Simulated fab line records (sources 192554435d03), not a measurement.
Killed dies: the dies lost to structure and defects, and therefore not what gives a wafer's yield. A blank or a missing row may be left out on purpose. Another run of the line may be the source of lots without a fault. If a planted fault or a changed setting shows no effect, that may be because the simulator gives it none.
Matching of chambers :: flow n5-finfet :: rie-diel-02 running N5_BEOL_M7_STRIP_67: 4 sister chambers
The step strips in CF4. 14 wafers are shown with their chamber, then 7 later ones without.

== WAFERS, EACH WITH ITS CHAMBER ==
wafer: L074.2
chamber: 1
drypump-motor-current-A (A): 5.6
showerhead-plenum-p-Torr (Torr): 1.71
oes-product-au (a.u.): 0.75

wafer: L074.5
chamber: 1
drypump-motor-current-A (A): 5.6
showerhead-plenum-p-Torr (Torr): 1.71
oes-product-au (a.u.): 0.75

wafer: L074.6
chamber: 0
drypump-motor-current-A (A): 4.8
showerhead-plenum-p-Torr (Torr): 1.84
oes-product-au (a.u.): 0.97

wafer: L075.2
chamber: 3
drypump-motor-current-A (A): 5.9
showerhead-plenum-p-Torr (Torr): 1.72
oes-product-au (a.u.): 0.72

wafer: L075.3
chamber: 1
drypump-motor-current-A (A): 5.6
showerhead-plenum-p-Torr (Torr): 1.71
oes-product-au (a.u.): 0.75

wafer: L075.4
chamber: 2
drypump-motor-current-A (A): 6.1
showerhead-plenum-p-Torr (Torr): 1.74
oes-product-au (a.u.): 0.84

wafer: L080.3
chamber: 3
drypump-motor-current-A (A): 5.9
showerhead-plenum-p-Torr (Torr): 1.72
oes-product-au (a.u.): 0.71

wafer: L080.5
chamber: 0
drypump-motor-current-A (A): 4.8
showerhead-plenum-p-Torr (Torr): 1.83
oes-product-au (a.u.): 0.93

wafer: L080.6
chamber: 1
drypump-motor-current-A (A): 5.6
showerhead-plenum-p-Torr (Torr): 1.71
oes-product-au (a.u.): 0.74

wafer: L086.1
chamber: 3
drypump-motor-current-A (A): 5.9
showerhead-plenum-p-Torr (Torr): 1.72
oes-product-au (a.u.): 0.70

wafer: L086.4
chamber: 1
drypump-motor-current-A (A): 5.6
showerhead-plenum-p-Torr (Torr): 1.71
oes-product-au (a.u.): 0.73

wafer: L086.6
chamber: 2
drypump-motor-current-A (A): 6.1
showerhead-plenum-p-Torr (Torr): 1.74
oes-product-au (a.u.): 0.83

wafer: L088.2
chamber: 2
drypump-motor-current-A (A): 6.0
showerhead-plenum-p-Torr (Torr): 1.74
oes-product-au (a.u.): 0.81

wafer: L088.4
chamber: 3
drypump-motor-current-A (A): 5.9
showerhead-plenum-p-Torr (Torr): 1.71
oes-product-au (a.u.): 0.71

SIGNATURES, as means of the wafers listed above
reading: drypump-motor-current-A
chamber 0: 4.800
chamber 1: 5.600
chamber 2: 6.067
chamber 3: 5.900
scatter within a chamber: 0.0258

reading: showerhead-plenum-p-Torr
chamber 0: 1.8350
chamber 1: 1.7100
chamber 2: 1.7400
chamber 3: 1.7175
scatter within a chamber: 0.00354

reading: oes-product-au
chamber 0: 0.9500
chamber 1: 0.7440
chamber 2: 0.8267
chamber 3: 0.7100
scatter within a chamber: 0.0134
Rule: a wafer lies at a distance from a chamber equal to the root of the sum of squares, over the readings, of (its reading less the chamber's mean, divided by the reading's scatter). If the next closest chamber is less than 2 further off than the closest, the wafer can't be placed; otherwise it belongs to the closest. The scatter: take each reading less its chamber's mean, square it, sum over the shown wafers, divide by the number of wafers less the number of chambers, and take the root.

== WAFERS WHOSE CHAMBER IS MISSING ==
wafer: L088.5
drypump-motor-current-A (A): 6.0
showerhead-plenum-p-Torr (Torr): 1.74
oes-product-au (a.u.): 0.81

wafer: L091.1
drypump-motor-current-A (A): 4.8
showerhead-plenum-p-Torr (Torr): 1.82
oes-product-au (a.u.): 0.88

wafer: L091.4
drypump-motor-current-A (A): 5.9
showerhead-plenum-p-Torr (Torr): 1.71
oes-product-au (a.u.): 0.69

wafer: L091.6
drypump-motor-current-A (A): 4.8
showerhead-plenum-p-Torr (Torr): 1.82
oes-product-au (a.u.): 0.88

wafer: L094.1
drypump-motor-current-A (A): 6.0
showerhead-plenum-p-Torr (Torr): 1.73
oes-product-au (a.u.): 0.79

wafer: L094.4
drypump-motor-current-A (A): 4.8
showerhead-plenum-p-Torr (Torr): 1.82
oes-product-au (a.u.): 0.86

wafer: L094.5
drypump-motor-current-A (A): 6.0
showerhead-plenum-p-Torr (Torr): 1.73
oes-product-au (a.u.): 0.80

== THE CHAMBER EACH PASSED THROUGH ==
wafer: L088.5
from the rows above: 2
in truth: 2

wafer: L091.1
from the rows above: 0
in truth: 0

wafer: L091.4
from the rows above: 3
in truth: 3

wafer: L091.6
from the rows above: 0
in truth: 0

wafer: L094.1
from the rows above: 2
in truth: 2

wafer: L094.4
from the rows above: 0
in truth: 0

wafer: L094.5
from the rows above: 2
in truth: 2
7 of 7 placed correctly. Can't be placed from these rows: 0. Number placed wrongly: 0.
